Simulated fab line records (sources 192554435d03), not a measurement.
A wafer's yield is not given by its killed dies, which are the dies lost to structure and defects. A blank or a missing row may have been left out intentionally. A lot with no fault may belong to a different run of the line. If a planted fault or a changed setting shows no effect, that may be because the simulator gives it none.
Chamber matching    flow n5-finfet    N5_BEOL_M14_DESCUM_33 on rie-diel-06: 4 sister chambers
The step chemistry O2, time 7.9 s. 8 wafers are shown with their chamber, then 9 later ones without.

WAFERS, EACH WITH ITS CHAMBER
wafer   chamber  drypump-motor-current-A (A)  throttle-valve-pct (%)
L088.4  0        5.7                          20.17
L088.5  2        5.5                          20.82
L085.1  1        6.2                          20.52
L085.4  3        5.5                          20.37
L085.5  2        5.5                          20.80
L087.1  1        6.2                          20.51
L087.5  0        5.6                          20.17
L087.6  3        5.5                          20.40

WAFERS WITHOUT THEIR CHAMBER
wafer   drypump-motor-current-A (A)  throttle-valve-pct (%)
L090.4  5.5                          20.39
L090.5  5.5                          20.39
L090.6  5.5                          20.81
L097.3  6.1                          20.53
L097.4  5.7                          20.19
L097.5  5.5                          20.39
L095.2  5.7                          20.18
L095.5  5.5                          20.41
L095.6  5.8                          20.19

WHICH CHAMBER EACH ONE RAN IN
wafer   from the rows above  in truth
L090.4  3                    3
L090.5  3                    3
L090.6  2                    2
L097.3  1                    1
L097.4  0                    0
L097.5  3                    3
L095.2  0                    0
L095.5  3                    3
L095.6  0                    0
9 of 9 placed correctly. Can't be placed from these rows: 0. Placed wrongly: 0.
How it was worked out, from the rows above alone: a wafer's distance from a chamber is the root of the sum, over the readings, of the square of ((its reading less the chamber's mean) divided by the reading's scatter). The wafer belongs to the nearest chamber; if the next one is less than 2 further off, it can't be placed. Each chamber's mean is taken over the wafers shown for it. The scatter: the root of (the sum of the squares of (reading less its chamber's mean) over the shown wafers, divided by (wafers less chambers)).
